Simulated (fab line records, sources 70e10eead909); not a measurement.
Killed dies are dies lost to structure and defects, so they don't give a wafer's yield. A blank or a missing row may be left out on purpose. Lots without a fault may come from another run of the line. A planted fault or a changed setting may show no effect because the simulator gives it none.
Which tool did it? | flow nand_harc | 13 lots, 39 wafers sampled, at 5 steps of a route of 1302

WHAT THE GAUGES READ, wafer by wafer
NHARC_END_SORT_01. Usual: defect_limited_yield 91 %, standard deviation 3; killed_at_array 56, standard deviation 20; killed_at_other 0.9, standard deviation 1.1; killed_at_periphery 3.7, standard deviation 3; killed_dies 61, standard deviation 21; killed_open 2.9, standard deviation 1.6; killed_short 2.6, standard deviation 1.4.
lot  | measured     | on        | defect_limited_yield (%) | killed_at_array | killed_at_other | killed_at_periphery | killed_dies | killed_open | killed_short | flag
L470 | day 24 22:21 | prober-02 | 96 94 94                 | 26 32 35        | 0 2 1           | 4 9 6               | 30 43 42    | 1 3 5       | 3 3 2        |
L472 | day 25 21:04 | prober-02 | 92 94 92                 | 50 33 45        | 1 4 2           | 3 2 4               | 54 39 51    | 4 3 1       | 2 3 2        |
L480 | day 28 21:36 | prober-01 | 86 88 85                 | 82 65 92        | 1 2 1           | 11 13 8             | 94 80 101   | 3 3 3       | 2 5 2        |
L482 | day 30 14:13 | prober-02 | 92 92 92                 | 50 52 54        | 0 0 1           | 2 2 0               | 52 54 55    | 1 5 2       | 3 2 7        |
L483 | day 29 22:22 | prober-01 | 87 90 91                 | 75 59 58        | 0 1 0           | 10 8 6              | 85 68 64    | 7 2 0       | 4 3 2        |

WHICH TOOL RAN EACH LOT (tool, then ch and the chambers of the sampled wafers, then the start)
lot  | NHARC_P_M2_STRIP_18                | NHARC_P_M2_CMP_23             | NHARC_P_BONDPAD_CMP_32        | NHARC_P_BONDPAD_SOFTBAKE_04
L469 | rie_diel-03 ch 2,3, day 6 05:59    | cmp-02 ch 1,3, day 6 07:41    | cmp-01 ch 0,3, day 6 09:16    | litho_track-07 ch 0, day 6 09:00
L470 | rie_diel-09 ch 1,2,3, day 6 20:41  | cmp-04 ch 0,2,3, day 6 22:24  | cmp-02 ch 0,1,3, day 6 23:50  | litho_track-03 ch 0, day 7 00:00
L472 | rie_diel-09 ch 2,3, day 7 18:19    | cmp-04 ch 1,2,3, day 7 20:09  | cmp-01 ch 2,3, day 7 21:34    | litho_track-07 ch 0, day 7 21:00
L473 | rie_diel-05 ch 0,2,3, day 8 01:59  | cmp-04 ch 1,2,3, day 8 03:45  | cmp-02 ch 0,2,3, day 8 05:23  | litho_track-03 ch 0, day 8 05:00
L475 | rie_diel-05 ch 0,1,2, day 8 17:56  | cmp-02 ch 0,1,2, day 8 19:40  | cmp-02 ch 2,3, day 8 21:10    | litho_track-02 ch 0, day 8 21:00
L477 | rie_diel-03 ch 0,1,3, day 9 14:29  | cmp-03 ch 1,2,3, day 9 16:22  | cmp-01 ch 0,3, day 9 17:47    | litho_track-03 ch 0, day 9 18:00
L479 | rie_diel-03 ch 0,1,3, day 10 16:36 | cmp-04 ch 0,2,3, day 10 18:17 | cmp-03 ch 0,1,2, day 10 19:46 | litho_track-02 ch 0, day 10 20:00
L480 | rie_diel-09 ch 0,1, day 10 22:50   | cmp-03 ch 0,2,3, day 11 00:37 | cmp-01 ch 0,2,3, day 11 01:59 | litho_track-02 ch 0, day 11 02:00
L482 | rie_diel-09 ch 1,2,3, day 12 11:26 | cmp-04 ch 0,1,2, day 12 13:10 | cmp-02 ch 0,1,3, day 12 14:34 | litho_track-02 ch 0, day 12 14:00
L483 | rie_diel-05 ch 1,2,3, day 12 13:58 | cmp-04 ch 0,2,3, day 12 15:43 | cmp-01 ch 0,1,3, day 12 17:07 | litho_track-02 ch 0, day 12 17:00
L490 | rie_diel-09 ch 0,1,2, day 15 05:33 | cmp-03 ch 0,1,2, day 15 07:17 | cmp-02 ch 0,1,2, day 15 08:44 | litho_track-07 ch 0, day 15 09:00
L491 | rie_diel-03 ch 1,2, day 15 13:02   | cmp-04 ch 1,2,3, day 15 14:48 | cmp-02 ch 0,1, day 15 16:14   | litho_track-03 ch 0, day 15 16:00
L492 | rie_diel-03 ch 0,3, day 16 01:16   | cmp-03 ch 0,2,3, day 16 02:59 | cmp-01 ch 1,2, day 16 04:26   | litho_track-02 ch 0, day 16 04:00
- NHARC_P_M2_STRIP_18: strips in N2/H2.
- NHARC_P_M2_CMP_23: polishes, t overpolish 20 s, target thk 144.3 nm.
- NHARC_P_BONDPAD_CMP_32: polishes SiCN, target thk 200 nm.
- NHARC_P_BONDPAD_SOFTBAKE_04: time 70 s.

WHAT THE TOOLS THEMSELVES READ (means of the sampled wafers that have a number; where no wafer has one, the mark that the record gives instead)
NHARC_P_M2_STRIP_18. Usual: drypump_motor_current_A 5.9 A, standard deviation 0.52; oes_product_au 1.000 a.u., standard deviation 0.013; rf_fwd_power_W 997.3 W, standard deviation 2.9; rf_vpp_V 90.9 V, standard deviation 0.94; showerhead_plenum_p_Torr 2.07 Torr, standard deviation 0.072; throttle_valve_pct 14.171 %, standard deviation 0.009.
lot  | tool        | drypump_motor_current_A (A) | oes_product_au (a.u.) | rf_fwd_power_W (W) | rf_vpp_V (V) | showerhead_plenum_p_Torr (Torr) | throttle_valve_pct (%) | flag
L469 | rie_diel-03 | 6.4                         | 1.012                 | 996.2              | 90.5         | 2.04                            | 14.162                 |
L470 | rie_diel-09 | 6.0                         | 0.996                 | 998.1              | 91.6         | 2.12                            | 14.171                 |
L472 | rie_diel-09 | 6.1                         | 1.012                 | 995.6              | 91.0         | 2.11                            | 14.185                 |
L473 | rie_diel-05 | 5.5                         | 0.995                 | 997.4              | 90.7         | 2.00                            | 14.179                 |
L475 | rie_diel-05 | 5.8                         | 0.997                 | 1000.5             | 91.1         | 2.01                            | 14.171                 |
L477 | rie_diel-03 | 5.5                         | 1.019                 | 997.1              | 91.7         | 2.16                            | 14.164                 |
L479 | rie_diel-03 | 5.5                         | 1.011                 | 999.1              | 91.6         | 2.16                            | 14.165                 |
L480 | rie_diel-09 | 5.9                         | 0.991                 | 997.2              | 91.5         | 2.08                            | 14.176                 |
L482 | rie_diel-09 | 6.0                         | 1.001                 | 998.3              | 91.4         | 2.12                            | 14.165                 |
L483 | rie_diel-05 | 5.8                         | 0.994                 | 997.5              | 90.7         | 2.03                            | 14.170                 |
L490 | rie_diel-09 | 6.0                         | 0.986                 | 996.0              | 90.2         | 2.07                            | 14.177                 |
L491 | rie_diel-03 | 5.9                         | 1.004                 | 995.6              | 91.2         | 2.06                            | 14.164                 |
L492 | rie_diel-03 | 5.4                         | 0.984                 | 995.3              | 91.9         | 2.13                            | 14.175                 |

NHARC_P_M2_CMP_23. Usual: motor_current_A 12.7 A, standard deviation 1.8; slurry_flow_ml_min 150.0, standard deviation 0.52; time_to_endpoint_s 27 s, standard deviation 3.6.
lot  | tool   | motor_current_A (A) | slurry_flow_ml_min | time_to_endpoint_s (s) | flag
L469 | cmp-02 | 11.1                | 149.7              | 28                     |
L470 | cmp-04 | 11.4                | 150.2              | 28                     |
L472 | cmp-04 | 13.5                | 150.0              | 28                     |
L473 | cmp-04 | 13.3                | 149.8              | 27                     |
L475 | cmp-02 | 12.7                | 150.4              | 32                     |
L477 | cmp-03 | 12.7                | 149.8              | 25                     |
L479 | cmp-04 | 12.3                | 150.5              | 28                     |
L480 | cmp-03 | 12.6                | 150.0              | 28                     |
L482 | cmp-04 | 12.9                | 149.6              | 24                     |
L483 | cmp-04 | 11.7                | 149.7              | 25                     |
L490 | cmp-03 | 12.1                | 150.2              | 30                     |
L491 | cmp-04 | 13.9                | 150.3              | 31                     |
L492 | cmp-03 | 12.7                | 149.7              | 27                     |

NHARC_P_BONDPAD_CMP_32. Usual: motor_current_A 12.1 A, standard deviation 1.1; slurry_flow_ml_min 150.1, standard deviation 0.45.
lot  | tool   | motor_current_A (A) | slurry_flow_ml_min | flag
L469 | cmp-01 | 12.7                | 150.3              |
L470 | cmp-02 | 12.5                | 150.3              |
L472 | cmp-01 | 12.3                | 150.0              |
L473 | cmp-02 | 12.2                | 149.5              |
L475 | cmp-02 | 10.8                | 150.0              |
L477 | cmp-01 | 12.2                | 149.8              |
L479 | cmp-03 | 12.5                | 150.0              |
L480 | cmp-01 | 12.4                | 150.0              |
L482 | cmp-02 | 12.1                | 150.2              |
L483 | cmp-01 | 12.0                | 150.1              |
L490 | cmp-02 | 12.3                | 149.8              |
L491 | cmp-02 | 13.4                | 150.5              |
L492 | cmp-01 | 11.9                | 150.3              |

NHARC_P_BONDPAD_SOFTBAKE_04. Usual: heater_power_total_W 201.0 W, standard deviation 1.3.
lot  | tool           | heater_power_total_W (W) | flag
L469 | litho_track-07 | 200.1                    |
L470 | litho_track-03 | 201.4                    |
L472 | litho_track-07 | 201.9                    |
L473 | litho_track-03 | 201.4                    |
L475 | litho_track-02 | 200.0                    |
L477 | litho_track-03 | 200.7                    |
L479 | litho_track-02 | 199.7                    |
L480 | litho_track-02 | 200.8                    |
L482 | litho_track-02 | 208.4                    | OFF
L483 | litho_track-02 | 208.1                    | OFF
L490 | litho_track-07 | 200.6                    |
L491 | litho_track-03 | 202.2                    |
L492 | litho_track-02 | 200.5                    |

THE ANSWER, worked out from the rows above alone
Rule: a lot is off if the mean of its wafers that have a number lies more than 3 standard deviations from the usual mean. A lot without any number at a reading at which 4 lots or more have one is off too. The other lots that the step has rows for count as sound. The gauges are gone through in route order, then the tools' own readings, and for those a lot's mean is taken as printed above. The first step at which some lot is off is used, and at that step the reading that is off furthest; a lot without a number counts as furthest.
Off: L482, L483, at NHARC_P_BONDPAD_SOFTBAKE_04 (heater_power_total_W).
A tool fits if, at that step or a process step before it, it ran every lot that is off, and no sound lot after the first of them. None of those tried fits.

WHAT THE SIMULATOR HAD PUT IN
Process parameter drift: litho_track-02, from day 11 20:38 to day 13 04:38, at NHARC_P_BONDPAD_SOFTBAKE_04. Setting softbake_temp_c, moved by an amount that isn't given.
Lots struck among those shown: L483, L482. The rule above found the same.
